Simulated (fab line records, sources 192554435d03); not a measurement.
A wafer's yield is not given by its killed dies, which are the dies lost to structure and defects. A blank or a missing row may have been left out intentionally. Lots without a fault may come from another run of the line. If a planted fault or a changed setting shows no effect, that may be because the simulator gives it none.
Matching of chambers + flow n5Finfet + N5_PMOS_HMC_CHANNEL_EPI_DESCUM_14 on rieDiel-05: 4 sister chambers
The step chemistry O2, time 7.9 s. 4 wafers are shown with their chamber, then 9 later ones without.

## WAFERS WITH THEIR CHAMBER
| wafer  | chamber | drypumpMotorCurrentA (A) |
|--------|---------|--------------------------|
| L087.1 | 2       | 5.5                      |
| L091.1 | 3       | 5.9                      |
| L092.4 | 1       | 6.3                      |
| L092.6 | 0       | 5.3                      |

## WAFERS MISSING THEIR CHAMBER
| wafer  | drypumpMotorCurrentA (A) |
|--------|--------------------------|
| L094.1 | 5.9                      |
| L094.5 | 5.3                      |
| L094.6 | 5.9                      |
| L096.1 | 5.9                      |
| L096.2 | 5.4                      |
| L096.4 | 5.5                      |
| L097.2 | 5.4                      |
| L097.3 | 5.9                      |
| L097.5 | 6.3                      |

## THE CHAMBER EACH PASSED THROUGH
| wafer  | from the rows above     | in truth |
|--------|-------------------------|----------|
| L094.1 | 3                       | 3        |
| L094.5 | 0                       | 0        |
| L094.6 | 3                       | 3        |
| L096.1 | 3                       | 3        |
| L096.2 | can't be placed: 2 or 0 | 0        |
| L096.4 | 2                       | 2        |
| L097.2 | can't be placed: 2 or 0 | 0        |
| L097.3 | 3                       | 3        |
| L097.5 | 1                       | 1        |
Placed correctly: 7 of 9. Can't be placed from these rows: 2 (the true chamber is among the candidates in 2). Wrongly placed: 0.
How it was worked out, from the rows above alone: a wafer's distance from a chamber is the root of the sum, over the readings, of the square of ((its reading less the chamber's mean) divided by the reading's scatter). The wafer belongs to the nearest chamber; if the next one is less than 2 further off, it can't be placed. A chamber's mean is the mean of its shown wafers. The scatter: root of mean squared gap, hidden wafer to nearest shown wafer, with one shown wafer a chamber.
